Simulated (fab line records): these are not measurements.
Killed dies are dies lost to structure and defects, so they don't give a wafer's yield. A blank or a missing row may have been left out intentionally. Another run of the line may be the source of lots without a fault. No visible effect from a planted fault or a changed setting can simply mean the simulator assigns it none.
Comparing a struck lot with a sound one | flow nand_harc | 22 out of 1302 route steps
Sound: the wafers L212.2, L212.3, L212.5. Wafers L211.2, L211.3, L211.6 were the ones struck. The cause is given at the end.
Order at every step that has rows: each side's tool, ch and its chambers, its first start. Under that, the readings that differ: sound wafers | struck wafers | difference of the means | sigmas: that difference in standard deviations of wafers without a fault.
alike: words and numbers the same on both sides, and readings whose means are apart by under 2 such deviations; not compared: readings that were withheld, readings missing a value for some wafer, numbers with overlapping values and no deviation given by the record, and bounds like >300 which may hide the same value.
Wherever a step has rows on one side only, a row that says differs or no value, or a row with sigmas, the two part there. Numbers that don't overlap but have no deviation are shown without sigmas and don't part them. Lack of a reading on every wafer of one side parts them only where that side has two or more wafers.

NHARC_A_BLC_CVD_24: deposits W, target thk 150 nm, time 434 s.
  sound on cvd_w-01 ch 0,1; struck on cvd_w-01 ch 0,1
  alike: heater_power_w, mfc_wf6_sccm, throttle_valve_pct
  not compared: since_wet_clean_h
NHARC_A_BLC_CMP_25: polishes, t overpolish 30 s, target thk 150 nm.
  sound on cmp-01 ch 0,2,3, day 28 12:01; struck on cmp-01 ch 1,3, day 28 16:35
  alike: motor_current_A, overpolish_run_s, time_to_endpoint_s
next, for these wafers, 1 step has no rows: NHARC_A_BLC_SRD_27.
NHARC_A_BLC_INSPECT_28:
  sound on defect_inspect-02, day 28 12:23; struck on defect_inspect-02, day 28 16:59
  alike: raw_defect_count
then, 7 steps without rows for these wafers: NHARC_A_M0_DEP_00 (deposits SiOC, target thk 150 nm); NHARC_A_M0_DEHYDRATE_01 (time 120 s); NHARC_A_M0_HMDS_02 (time 30 s); NHARC_A_M0_COAT_33 (time 65 s); NHARC_A_M0_COAT_03 (resist thk 90 nm); NHARC_A_M0_SOFTBAKE_04 (time 55 s); NHARC_A_M0_EBR_05.
NHARC_A_M0_EXPOSE_06: exposes mask A M0, target cd 80 nm.
  sound on arfi_scanner-02 ch 0, day 28 13:01; struck on arfi_scanner-03 ch 0, day 28 17:45
  reading              | sound             | struck            | difference | sigmas
  exposure_dose_mJ_cm2 | 83.27 83.27 83.22 | 87.49 87.43 87.46 | +4.21      | +58
  alike: mask, reticle_temp_C
then, 2 steps without rows for these wafers: NHARC_A_M0_PEB_07 (peb time 65 s); NHARC_A_M0_DEVELOP_08 (develop time 35 s).
NHARC_A_M0_CD_MEAS_09: target cd 80 nm.
  sound on cd_sem-03 ch 0, day 28 13:10; struck on cd_sem-02 ch 0, day 28 17:53
  reading    | sound          | struck         | difference | sigmas
  cd_nm (nm) | 80.7 81.5 81.2 | 82.2 84.0 82.8 | +1.9       | +3
NHARC_A_M0_OVL_MEAS_10: pitch 160 nm.
  sound on overlay-01, day 28 13:15; struck on overlay-01, day 28 17:58
  reading           | sound       | struck         | difference | sigmas
  overlay_y_nm (nm) | 0.8 1.6 0.9 | -0.8 -0.3 -1.1 | -1.8       | -2
  alike: overlay_x_nm
NHARC_A_M0_INSPECT_11:
  sound on defect_inspect-02, day 28 13:17; struck on defect_inspect-02, day 28 18:01
  reading          | sound      | struck   | difference | sigmas
  raw_defect_count | 112 107 99 | 34 39 25 | -73        | -2
NHARC_A_M0_DESCUM_14: chemistry O2, time 3 s.
  sound on rie_diel-07 ch 0,3, day 28 13:20; struck on rie_diel-07 ch 1,3, day 28 18:04
  reading               | sound             | struck            | difference | sigmas
  model.A_M0.cd_nm (nm) | 80.83 81.72 81.43 | 82.42 84.57 83.34 | +2.12      |
  alike: drypump_motor_current_A, oes_product_au, rf_vpp_V, showerhead_plenum_p_Torr, throttle_valve_pct
  not compared: rf_hours_counter_h
NHARC_A_M0_ETCH_34: etches the open film in N2/H2, target depth 40 nm, overetch 12 nm, time 43.94 s.
  sound on rie_diel-07 ch 0,2,3, day 28 13:26; struck on rie_diel-07 ch 0,2, day 28 18:09
  alike: drypump_motor_current_A, oes_product_au, rf_vpp_V, showerhead_plenum_p_Torr, throttle_valve_pct
  not compared: rf_hours_counter_h
NHARC_A_M0_ETCH_15: etches the open film in C4F8/Ar, target depth 150 nm, overetch 15 nm, time 82.5 s.
  sound on rie_diel-07 ch 2,3; struck on rie_diel-07 ch 1,2,3
  reading               | sound            | struck            | difference | sigmas
  model.A_M0.cd_nm (nm) | 80.5 81.23 81.02 | 82.02 84.43 83.06 | +2.25      |
  alike: oes_product_au, rf_vpp_V
  not compared: rf_hours_counter_h
NHARC_A_M0_CD_MEAS_16:
  sound on cd_sem-01, day 28 13:38; struck on cd_sem-02, day 28 18:22
  reading    | sound          | struck         | difference | sigmas
  cd_nm (nm) | 80.6 81.2 81.3 | 81.3 84.4 83.2 | +1.9       | +2
NHARC_END_SORT_01:
  sound on prober-01 ch 0, day 30 05:11; struck on prober-02 ch 0, day 30 15:43
  alike: defect_limited_yield, killed_at_array, killed_at_other, killed_at_periphery, killed_dies, killed_open, killed_short

== WHERE THEY PART ==
First at NHARC_A_M0_EXPOSE_06; last, within this record, at NHARC_A_M0_CD_MEAS_16. Later steps at which nothing parts them and some readings are alike: NHARC_END_SORT_01.

WHY: what the simulator had put in
Process parameters drifting: arfi_scanner-03 at NHARC_A_M0_EXPOSE_06, beginning at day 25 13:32. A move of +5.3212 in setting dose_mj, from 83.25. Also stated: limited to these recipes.
